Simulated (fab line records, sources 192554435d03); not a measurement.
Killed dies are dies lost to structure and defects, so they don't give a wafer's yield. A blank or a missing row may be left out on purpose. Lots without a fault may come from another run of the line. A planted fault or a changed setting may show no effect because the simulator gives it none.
fab line records | flow n5_finfet
record lots=4 wafers=12 last_day=17
route steps=1938 shown MOL_CONTACT_COAG@621 BEOL_M0_SAQP@632 BEOL_M0@743 BEOL_M4@1111 PASSIVATION@1936
lots that met no fault: from a run of the same line without faults
start_h: hours from the record's first day to the start of the lot's first wafer shown | wait_h: hours since the lot's step before | " the same as in the row above | L1.1+2: a row that stands for several wafers | - no value, or no start given | * or withheld: withheld | < > ~ a bound
route shown NAME@n: a module of which the file shows steps, and the number in the route of the first | usual: mean/standard deviation of fault-free wafers | same: alike in all rows | chamber/n: place in a boat | sites: the reading at each site | _std_site: their standard deviation | _edge_site: outer sites' mean less inner sites' | radius_mm: how far each site lies from the wafer's centre | mask NAME#n: copy n | behind: the tool/chamber that last shaped the wafer | hold: why the lot was held/for how many hours/how that ended | device: the transistor (n, p or np) that didn't switch | end of line: the same wafers' tests at the end of the route | a step without rows: its recipe alone | killed: dies lost to structure and defects at the first sort, not the wafer's yield | map: a wafer's dies, x killed, . not, _ none there
set.NAME: the setting as run; set.NAME@STEP: as run at that earlier step | model.NAME: the simulator's own value behind a step, which no gauge read
lots at some steps of the route; a table a step, a row a wafer
services: from which hour (start_h, from the record's first day; less than 0 if before it) a tool's chamber was out of use, for how many hours, and why
## steps
# step N5_MOL_CONTACT_COAG_SRD_139
# recipe dry=ipa_marangoni time_s=30 temp_c=23 rinse_liquid=diw
# step N5_MOL_CONTACT_COAG_PRE_CLEAN_121
# recipe gas=H2/He time_s=* temp_c=withheld
# step N5_MOL_CONTACT_COAG_CVD_140
# recipe material=W target_thk_a=665 mode=selective_fill temp_c=300 time_s=215
# step N5_MOL_CONTACT_COAG_PRECLEAN_127
# recipe chemistry=DIW time_s=57.5 temp_c=23
# step N5_MOL_CONTACT_COAG_SRD_128
# recipe dry_time_s=32 dry=n2_spin spin_rpm=1500
# step N5_MOL_CONTACT_COAG_CMP_52
# recipe stop_on=SiO2 t_overpolish_s=1.5 post_cmp_clean=w_dilute_nh4oh down_force_psi=4 platen_rpm=50.289 pad_velocity_m_s=1.0006 target_thk_nm=66.5
# step N5_MOL_CONTACT_COAG_ANNEAL_112
# recipe temp_c=400 time_s=1800 ambient=HPD2 pressure_atm=10
# step N5_BEOL_M0_SAQP_PECVD_00
# recipe material=SiCN target_thk_a=80 temp_c=withheld precursor=3MS/NH3 pressure_torr=3 rf_w=202 time_s=14
# step N5_BEOL_M0_SAQP_ILD_DEP_01
# recipe material=SiOC target_thk_a=454.19 temp_c=350 precursor=DEMS/O2 pressure_torr=5 rf_w=500 time_s=8.7
# usual heater_power_w=492/78 rf_fwd_power_W=491.9/2.2 showerhead_plenum_p_Torr=5.699/0.01 throttle_valve_pct=11.8/0.77
# columns lot.wafer tool chamber start_h wait_h heater_power_w rf_fwd_power_W showerhead_plenum_p_Torr since_wet_clean_h throttle_valve_pct model.SiOC_of_BEOL_M0_SAQP_ILD_DEP_01.thk_nm
L557.2 pecvd-02 0 182.47 0.0 608 492.2 5.686 1249 13.0 44.8
L557.3 " 2 " " 459 490.2 5.711 495 11.9 45
L557.4 " 1 " " 527 491.2 5.705 - 11.3 46.2
L560.1 pecvd-02 2 201.41 0.0 455 492.8 5.713 514 12.1 46.6
L560.4 " 2 " " 460 490.1 5.716 - 12.3 45.8
L560.5 " 1 " " 521 492.2 5.686 - 11.0 46.8
L561.1 pecvd-02 2 208.57 0.0 432 489.8 5.709 521 12.2 47.4
L561.4 " 0 " " 608 492.9 5.690 - 12.8 45.8
L561.5 " 2 " " 434 492.3 5.708 - 11.8 47.2
L567.1 pecvd-01 0 246.78 0.0 359 491.2 5.704 1132 12.5 45.6
L567.3 " 2 " " 564 495.9 5.683 378 11.0 45.2
L567.6 " 0 " " 367 491.6 5.706 - 12.5 45.6
# step N5_BEOL_M0_SAQP_HM_DEP_02
# recipe material=TiN target_thk_a=120 temp_c=25 chamber_pressure_pa=0.49996
# step N5_BEOL_M0_SAQP_PECVD_03
# recipe material=SiCN target_thk_a=120 temp_c=withheld precursor=3MS/NH3 pressure_torr=3 rf_w=202 time_s=21.1
# step N5_BEOL_M0_SAQP_PECVD_96
# recipe material=a-Si target_thk_a=450 temp_c=350 precursor=SiH4/He pressure_torr=3 rf_w=100 time_s=45.2
# step N5_BEOL_M0_SAQP_PECVD_97
# recipe material=SiNx target_thk_a=230 temp_c=350 precursor=SiH4/NH3/N2 pressure_torr=1.5 rf_w=300 time_s=19.9
# step N5_BEOL_M0_SAQP_PECVD_04
# recipe material=a-Si target_thk_a=600 temp_c=350 precursor=SiH4/He pressure_torr=3 rf_w=100 time_s=60.2
# step N5_BEOL_M0_SAQP_HM_DEP_111
# recipe material=SiO2 target_thk_a=120 temp_c=400 precursor=SiH4/N2O pressure_torr=0.75 rf_w=275 time_s=7.2
# step N5_BEOL_M0_SAQP_COAT_81
# recipe resist=SOC temp_c=250 time_s=60 spin_rpm=1500 resist_thk_nm=100
# step N5_BEOL_M0_SAQP_COAT_82
# recipe resist=SiARC temp_c=220 time_s=60 spin_rpm=1500 resist_thk_nm=30
# step N5_BEOL_M0_SAQP_COAT_08
# recipe resist=CAR-ArF spin_rpm=1500 resist_thk_nm=90
# step N5_BEOL_M0_SAQP_EBR_10
# recipe solvent=PGMEA ebr_width_mm=1.5
# step N5_BEOL_M0_SAQP_SOFTBAKE_09
# recipe temp_c=110 time_s=60 resist=CAR-ArF
# step N5_BEOL_M0_SAQP_EXPOSE_11
# recipe mask_id=M0_CORE na=1.35 source_shape=dipole sigma_inner=0.538 sigma_outer=0.738 polarization=te target_cd_nm=42 dose_mj=55
# step N5_BEOL_M0_SAQP_PEB_12
# recipe peb_temp_c=withheld peb_time_s=60 resist=CAR-ArF
# step N5_BEOL_M0_SAQP_DEVELOP_13
# recipe develop_time_s=30 developer=TMAH resist=CAR-ArF dev_temp_c=23 rinse_liquid=diw dry=air_spin
# step N5_BEOL_M0_SAQP_DESCUM_19
# recipe chemistry=O2 time_s=7.9 source_power_w=50 bias_power_w=20 pressure_mtorr=20 rf_frequency_hz=2.712e+07 temp_c=40 resist=CAR-ArF o2_flow_sccm=225
# step N5_BEOL_M0_SAQP_ETCH_83
# recipe chemistry=CF4 target=SiARC target_depth_a=390 mask_material=CAR-ArF time_s=65 ion_energy_ev=80 pressure_mtorr=40 source_w=545 bias_w=36 Ar_flow_sccm=100 cf4_flow_sccm=100 ends=cleared
# step N5_BEOL_M0_SAQP_ETCH_84
# recipe chemistry=N2/H2 target=SOC target_depth_a=1000 overetch_a=200 mask_material=SiARC temp_c=40 time_s=150 ion_energy_ev=200 pressure_mtorr=30 source_w=840 bias_w=150 n2_flow_sccm=200 h2_flow_sccm=200
# step N5_BEOL_M0_SAQP_STRIP_80
# recipe chemistry=N2/H2 temp_c=40 n2_flow_sccm=200 h2_flow_sccm=200 rf_frequency_hz=6e+07
# step N5_BEOL_M0_SAQP_HM_OPEN_112
# recipe chemistry=CHF3/O2 target=SiO2 stop_on=a-Si target_depth_a=120 over_etch_frac=1.25 mask_material=SOC time_s=13.5 pressure_mtorr=30 source_w=650 bias_w=170 Ar_flow_sccm=200 CHF3_flow_sccm=50 O2_flow_sccm=5 ion_energy_ev=200 ends=end_point
# step N5_BEOL_M0_SAQP_STRIP_113
# recipe chemistry=CHF3/O2 resist=SiARC rf_frequency_hz=6e+07
# step N5_BEOL_M0_SAQP_MANDREL_ETCH_20
# recipe target_depth_a=600 chemistry=HBr/Cl2 target=a-Si stop_on=SiNx bt_time_s=10 mask_material=SOC over_etch_frac=0.5 time_s=30 pressure_mtorr=10 icp_w=800 bias_w=75 HBr_flow_sccm=150 Cl2_flow_sccm=80 ends=end_point
# step N5_BEOL_M0_SAQP_STRIP_86
# recipe chemistry=N2/H2 power_w=500 temp_c=40 pressure_mtorr=50 rf_frequency_hz=6e+07 overash_fraction=0.3 bias_power_w=28 h2_frac=0.5 n2_flow_sccm=300 h2_flow_sccm=300
# step N5_BEOL_M0_SAQP_STRIP_115
# recipe chemistry=post_etch_residue_remover time_s=60 temp_c=25 remover_ph=withheld remover_water_wt_pct=withheld remover_fluoride_wt_pct=withheld
# step N5_BEOL_M0_SAQP_SRD_93
# recipe dry=ipa_marangoni time_s=30 temp_c=23 rinse_liquid=diw
# step N5_BEOL_M0_SAQP_RECESS_114
# recipe chemistry=HF/NH3 target=SiO2 target_depth_a=144 afs_cycles=3 temp_c=30 sublimation_temp_c=180 sublimation_time_s=60
# step N5_BEOL_M0_CMP_120
# recipe stop_on=SiOC t_overpolish_s=6.9 down_force_psi=1 platen_rpm=50 clearing_platen_down_force_psi=1.5 clearing_platen_rpm=50 post_cmp_clean=cu_alkaline clearing_platen_pad_velocity_m_s=0.99484 pad_velocity_m_s=0.99484
# usual barrier_field_endpoint_s=3.65/0.12 head_pressure_psi=1.0002/0.0021 motor_current_A=5.9/0.45 overpolish_run_s=6.900/0.0086 time_to_endpoint_s=62.5/3
# same t_overpolish_s=6.9
# columns lot.wafer tool chamber start_h wait_h barrier_field_endpoint_s head_pressure_psi motor_current_A overpolish_run_s time_to_endpoint_s model.SiOC_of_BEOL_M0_SAQP_ILD_DEP_01.thk_nm
L557.3 cmp-02 1 198.86 0.2 3.69 0.9983 5.8 6.901 61.9 39
L557.2 " 2 " " 3.63 1.0010 5.9 6.907 59.5 38.8
L557.4 " 0 " " 3.50 0.9998 6.8 6.895 59.5 40.4
L560.4 cmp-03 1 212.88 0.2 3.60 1.0020 5.3 6.900 60.8 39.8
L560.1 " 2 " " 3.48 1.0003 5.2 6.902 56.7 40.6
L560.5 " 0 " " 3.72 1.0009 5.4 6.894 61.9 40.8
L561.4 cmp-02 1 224.16 0.2 3.55 1.0014 5.8 6.905 63.6 39.8
L561.1 " 2 " " 3.62 1.0017 6.2 6.893 64.8 41.4
L561.5 " 0 " " 3.42 1.0009 6.8 6.896 61.1 41.2
L567.1 cmp-02 0 260.79 0.3 3.82 1.0018 6.7 6.895 62.3 39.6
L567.3 " 3 " " 3.66 1.0018 5.7 6.902 64.3 39
L567.6 " 1 " " 3.85 1.0008 5.7 6.893 67.7 39.4
# step N5_BEOL_M4_RC_MEAS_101
# usual DIBL_N=36.9/1.6 DIBL_P=37.1/2 IOFF_N=0.17/0.032 IOFF_P=0.22/0.036 ION_N=674/12 ION_P=463/7.8 SS_N=71.7/0.63 SS_P=73.5/0.62 VT_N=249/3.3 VT_P=-250/3.5
# columns lot.wafer tool chamber start_h wait_h DIBL_N[mV/V] DIBL_P[mV/V] IOFF_N[nA/um] IOFF_P[nA/um] ION_N[uA/um] ION_P[uA/um] SS_N[mV/dec] SS_P[mV/dec] VT_N[mV] VT_P[mV]
L557.2 prober-01 0 241.92 0.2 38.4 37.4 0.19 0.23 679 460 71.6 73.7 246 -250
L557.3 " 0 " " 36.9 36.4 0.16 0.19 668 456 71.8 73.2 251 -251
L557.4 " 0 " " 37.7 37.3 0.18 0.23 670 458 72.3 73.4 248 -253
L560.1 prober-01 0 275.38 0.0 38.6 40.8 0.22 0.26 691 464 72.4 74.4 244 -247
L560.4 " 0 " " 36.2 37.5 0.16 0.22 671 463 72.7 73.4 251 -250
L560.5 " 0 " " 39.0 42.0 0.25 0.31 692 473 72.6 75.1 245 -248
L561.1 prober-02 0 279.26 0.0 34.9 34.5 0.14 0.17 662 455 71.2 73.0 253 -254
L561.4 " 0 " " 37.1 38.1 0.17 0.23 676 464 72.1 73.4 250 -248
L561.5 " 0 " " 36.3 37.7 0.17 0.22 679 470 72.4 73.2 249 -252
L567.1 prober-01 0 309.93 0.0 36.5 37.0 0.16 0.23 683 469 71.9 73.0 248 -246
L567.3 " 0 " " 36.5 38.3 0.15 0.25 669 463 71.4 73.4 252 -245
L567.6 " 0 " " 36.6 37.2 0.16 0.24 675 467 71.7 73.4 249 -248
# step N5_PASSIVATION_PROBE_49
# usual defect_limited_yield=90.9/1.6 killed_at_M0_to_M3=34/11 killed_at_M4_up=14/5.7 killed_at_contacts=13/6.5 killed_at_front_end=43/11 killed_at_other=4/3.1 killed_dies=107/19 killed_on_rim=14/3.9 killed_open=71/14 killed_short=35/7.9 sort_bin_5_function=5.3/1.1 sort_bin_6_memory=3.4/0.74 sort_n_pass=1073/19 sort_yield_pct=90.9/1.6
# same gross_dies=1180 killed_at_back_side=0 sort_bin_4_leakage[%]=0 sort_bin_8_speed[%]=0
# columns lot.wafer tool chamber start_h wait_h defect_limited_yield[%] killed_at_M0_to_M3 killed_at_M4_up killed_at_contacts killed_at_front_end killed_at_other killed_dies killed_on_rim killed_open killed_short sort_bin_5_function[%] sort_bin_6_memory[%] sort_n_pass sort_yield_pct[%]
L560.1 prober-02 - 380.24 0.8 90.8 24 11 8 66 0 109 12 73 34 5.3 3.1 1071 90.8
L560.4 prober-02 - 380.39 0.9 89.4 46 10 9 59 1 125 11 84 39 6.6 3.6 1055 89.4
L560.5 prober-02 - 380.44 1.0 89.7 37 19 12 50 3 121 13 80 41 6.4 3.5 1059 89.7
# killed by level:class
L560.1 FIN_SAQP:geometric_particle:short=20 FIN_SAQP:geometric_particle:open=17 STI_FIN_REVEAL:geometric_particle:open=9 BEOL_M2:geometric_particle:open=8 BEOL_M4:geometric_particle:open=7 MOL_CONTACT_COAG:geometric_particle:open=7 BEOL_M0_SAQP:geometric_particle:open=7 STARTING-WAFER:geometric_particle:open=5
L560.4 STI_FIN_REVEAL:geometric_particle:open=17 BEOL_M2:geometric_particle:open=15 FIN_SAQP:geometric_particle:open=12 BEOL_M0_SAQP:geometric_particle:short=11 DUMMY_GATE:geometric_particle:open=9 MOL_CONTACT_COAG:geometric_particle:open=9 FIN_SAQP:geometric_particle:short=6 BEOL_M0_SAQP:geometric_particle:open=5
L560.5 STI_FIN_REVEAL:geometric_particle:open=17 DUMMY_GATE:geometric_particle:open=10 MOL_CONTACT_COAG:geometric_particle:open=9 BEOL_M4:geometric_particle:open=8 BEOL_M0_SAQP:geometric_particle:open=8 BEOL_M2:geometric_particle:open=8 STARTING-WAFER:geometric_particle:short=8 BEOL_M0_SAQP:geometric_particle:short=7
## services
# columns tool chamber start_h hours kind
pecvd-02 0 160.48 9.3 repair
pecvd-02 - 170.23 1.2 repair
cmp-03 - 185.86 5.9 repair
cmp-02 - 187.40 2.3 repair
cmp-02 - 195.88 1.1 repair
cmp-03 - 203.28 1.0 repair
cmp-02 - 204.74 0.2 repair
cmp-03 - 208.51 0.7 repair
pecvd-02 0 217.83 2.1 scheduled_down
cmp-02 - 226.70 5.5 pm
cmp-03 - 228.00 4.0 pm
cmp-03 - 234.83 4.0 pm
cmp-03 - 238.83 - consumable_replace:conditioner
cmp-03 - 238.83 - consumable_replace:pad
pecvd-01 2 240.45 2.1 scheduled_down
cmp-03 - 241.71 8.8 pm
## key
first_sign none at tools or gauges
model_effect step=N5_BEOL_M0_SAQP_ILD_DEP_01 value=SiOC_of_BEOL_M0_SAQP_ILD_DEP_01.thk_nm without=45.55 struck=47
model_effect step=N5_BEOL_M0_CMP_120 value=SiOC_of_BEOL_M0_SAQP_ILD_DEP_01.thk_nm without=39.55 struck=41
met_at N5_BEOL_M0_SAQP_ILD_DEP_01
struck_wafers L560.1,L560.5,L561.1,L561.5
onset_between 182.47 201.41
fault kind=process_parameter_drift tool=pecvd-02 chamber=- onset_h=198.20 steps=N5_BEOL_M0_SAQP_ILD_DEP_01 channel=time_s offset=* shape=step end_h=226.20 scope=struck_wafers_only acts_in=* stated=*
